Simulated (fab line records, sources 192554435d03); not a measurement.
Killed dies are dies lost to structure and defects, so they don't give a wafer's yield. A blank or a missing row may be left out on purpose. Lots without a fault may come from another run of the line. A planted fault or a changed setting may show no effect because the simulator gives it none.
Split-lot experiment | flow n5_finfet | 7 lots, 21 wafers read, on a route of 1938 steps

THE SPLIT
At N5_MOL_CONTACT_COAG_ETCH_15 (etches SiNx in CH3F/O2, stops on Si:P, target depth 7 nm), the setting source_w was moved away from the recipe's 395 W on 7 of the 21 wafers read, by -12.6% to +17.3%. The other wafers ran this setting at the recipe's value.

The reading is taken at the split's own step.

THE READING
rf_vpp_V, in V, at N5_MOL_CONTACT_COAG_ETCH_15 (etches SiNx in CH3F/O2, stops on Si:P, target depth 7 nm). Fault-free wafers of this fab line usually give 297 V, standard deviation 3.7 V.

wafer  | tool, chamber at the split | source_w as run, W | against the recipe | rf_vpp_V, V | against lot-mates on the recipe
L078.1 | rie_diel-05, 2             | 395                | recipe             | 300         | -
L078.4 | rie_diel-05, 1             | 463.3              | +17.3%             | 278         | -20
L078.5 | rie_diel-05, 3             | 395                | recipe             | 296         | -
L081.4 | rie_diel-04, 1             | 395                | recipe             | 294         | -
L081.5 | rie_diel-04, 0             | 367.6              | -6.9%              | 305         | +11
L081.6 | rie_diel-04, 1             | 367.6              | -6.9%              | 305         | +11
L082.1 | rie_diel-02, 2             | 395                | recipe             | 291         | -
L082.2 | rie_diel-02, 3             | 395                | recipe             | 296         | -
L082.6 | rie_diel-02, 0             | 395                | recipe             | 302         | -
L085.2 | rie_diel-02, 3             | 395                | recipe             | 296         | -
L085.5 | rie_diel-02, 0             | 463.5              | +17.3%             | 279         | -17
L085.6 | rie_diel-02, 3             | 463.5              | +17.3%             | 276         | -20
L090.1 | rie_diel-02, 3             | 363.3              | -8.0%              | 310         | +14
L090.3 | rie_diel-02, 0             | 395                | recipe             | 300         | -
L090.5 | rie_diel-02, 1             | 395                | recipe             | 292         | -
L091.3 | rie_diel-02, 2             | 395                | recipe             | 289         | -
L091.4 | rie_diel-02, 3             | 395                | recipe             | 296         | -
L091.6 | rie_diel-02, 1             | 395                | recipe             | 293         | -
L094.1 | rie_diel-05, 3             | 345.1              | -12.6%             | 319         | +19
L094.2 | rie_diel-05, 2             | 395                | recipe             | 300         | -
L094.4 | rie_diel-05, 1             | 395                | recipe             | 300         | -

THE FIT
A straight line over all 21 wafers: rf_vpp_V changes by -1.23 V for each +1% of source_w; r = -0.93; the points scatter about the line by 3.9 V.
The same after taking each lot's own level away (the mean of its wafers on the recipe; 21 wafers): -1.24 V for each +1%; r = -0.96; scatter 3 V.
On that fit, the largest move of source_w shifts the reading by 21 V.
The lots' own levels span 292.7 to 300.0 V, that is 2.0 times the standard deviation above.
So the lot-to-lot level changes the slope little: the two slopes agree.
Check: with one of the wafers moved furthest among these (+17.3%) left out of the fit, the line predicts -21.8 V for it against its lot-mates. It came out at -17 V against them.
Tool readings at the split's step, against how far the setting was moved: rf_vpp_V r = -0.93.

OTHER SPLITS ON THESE WAFERS
These wafers also went through other splits before the reading. Each is held against what the fit with the lots' levels taken away leaves over:
other split on the same wafers        | wafers away from the commonest value | r with rf_vpp_V (lot level and that fit taken away)
N5_HKMG_FIN_DEVELOP_48 develop_time_s | 4                                    | -0.19
N5_GATE_CUT_ETCH_58 bias_w            | 10                                   | +0.06
N5_MOL_CONTACT_COAG_ETCH_105 bias_w   | 7                                    | +0.36

THE FILE'S OWN FIT
rf_vpp_V changes by -1.23 V for each +1% of source_w, r = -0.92.
